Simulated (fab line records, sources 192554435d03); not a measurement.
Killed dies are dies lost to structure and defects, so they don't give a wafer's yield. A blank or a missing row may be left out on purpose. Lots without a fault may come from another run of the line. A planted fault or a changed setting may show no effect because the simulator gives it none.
One fault seen from 2 desks | flow n5_finfet | each desk has only its own numbers; what lay behind them comes last

THE METROLOGY DESK
What the gauges read, lot by lot, whatever tool the lot ran on: means of the sampled wafers that have a number. A lot is out of limits, marked OUT, if its mean lies more than 4 standard deviations from the usual mean; the brackets give that distance. Of its 12 readings 7 are shown: those that lie furthest out on some lot.
Columns: A = thk_nm at N5_FIN_SAQP_THK_MEAS_05, usual 37.9 nm; B = DIBL_N at N5_BEOL_M4_RC_MEAS_101, usual 36.8 mV/V; C = IOFF_P at N5_BEOL_M4_RC_MEAS_101, usual 0.22 nA/um; D = ION_N at N5_BEOL_M4_RC_MEAS_101, usual 679 uA/um; E = ION_P at N5_BEOL_M4_RC_MEAS_101, usual 466 uA/um; F = SS_N at N5_BEOL_M4_RC_MEAS_101, usual 71.7 mV/dec; G = VT_P at N5_BEOL_M4_RC_MEAS_101, usual -250 mV
lot  | first seen here | A    | B    | C    | D   | E   | F    | G
L306 | day 1 22:41     | 37.7 | 37.3 | 0.22 | 675 | 461 | 72.0 | -251
L308 | day 2 09:47     | 37.5 | 37.0 | 0.20 | 675 | 461 | 71.0 | -251
L309 | day 2 14:47     | 37.1 | 37.5 | 0.27 | 694 | 482 | 71.7 | -245
L313 | day 3 15:45     | 38.2 | 38.3 | 0.24 | 691 | 472 | 72.0 | -246
L314 | day 3 22:14     | 38.1 | 37.2 | 0.22 | 685 | 463 | 72.2 | -251
L321 | day 5 14:37     | 38.0 | 36.8 | 0.21 | 688 | 470 | 72.3 | -252
L328 | day 7 09:45     | 38.1 | 34.9 | 0.22 | 679 | 472 | 71.7 | -248
L329 | day 7 14:26     | 38.1 | 37.0 | 0.22 | 674 | 464 | 71.2 | -248
This desk's finding: nothing out of limits on any of the 8 lots.

THE TOOL OWNER'S DESK: rie_si-01
The tool's own readings at N5_FIN_SAQP_MANDREL_ETCH_22 (etches a-Si in HBr/Cl2, stops on SiNx, target depth 60 nm, bt time 10 s, time 30 s): means of the sampled wafers that have a number, for each lot that ran on this tool. A lot is out of limits, marked OUT, if its mean lies more than 4 standard deviations from the usual mean; the brackets give that distance.
Columns: A = bias_w at N5_FIN_SAQP_MANDREL_ETCH_22, usual 75.02 W; B = drypump_motor_current_A at N5_FIN_SAQP_MANDREL_ETCH_22, usual 5.5 A; C = oes_product_au at N5_FIN_SAQP_MANDREL_ETCH_22, usual 0.761 a.u.; D = throttle_valve_pct at N5_FIN_SAQP_MANDREL_ETCH_22, usual 35.4 %
lot  | first seen here | A     | B   | C                | D
L308 | day 2 11:02     | 74.89 | 5.6 | 0.759            | 35.2
L309 | day 2 15:45     | 74.95 | 5.5 | 0.762            | 35.4
L313 | day 3 16:41     | 74.89 | 5.6 | 0.639 (-8.7) OUT | 35.4
L314 | day 3 23:18     | 75.28 | 5.6 | 0.644 (-8.3) OUT | 35.4
This desk's finding: out of limits on L313, L314; first on L313, day 3 16:41 (oes_product_au at N5_FIN_SAQP_MANDREL_ETCH_22). In limits: L308, L309.

PUT TOGETHER
The tool owner's desk could have raised an alarm at day 3 16:41, on L313, L314.
The metrology desk saw nothing out of limits.
The metrology desk has L313, L314 on record, within its limits.
Of the lots named, all ran N5_FIN_SAQP_MANDREL_ETCH_22 on rie_si-01.

WHAT THE SIMULATOR HAD PUT IN
Process parameter drift: rie_si-01, from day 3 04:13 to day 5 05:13, at N5_FIN_SAQP_MANDREL_ETCH_22. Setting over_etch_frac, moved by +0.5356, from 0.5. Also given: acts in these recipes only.
Lots struck among those shown: L313, L314.
Hours from the fault's start to each desk's first reading out of limits: the tool owner's desk, 12.
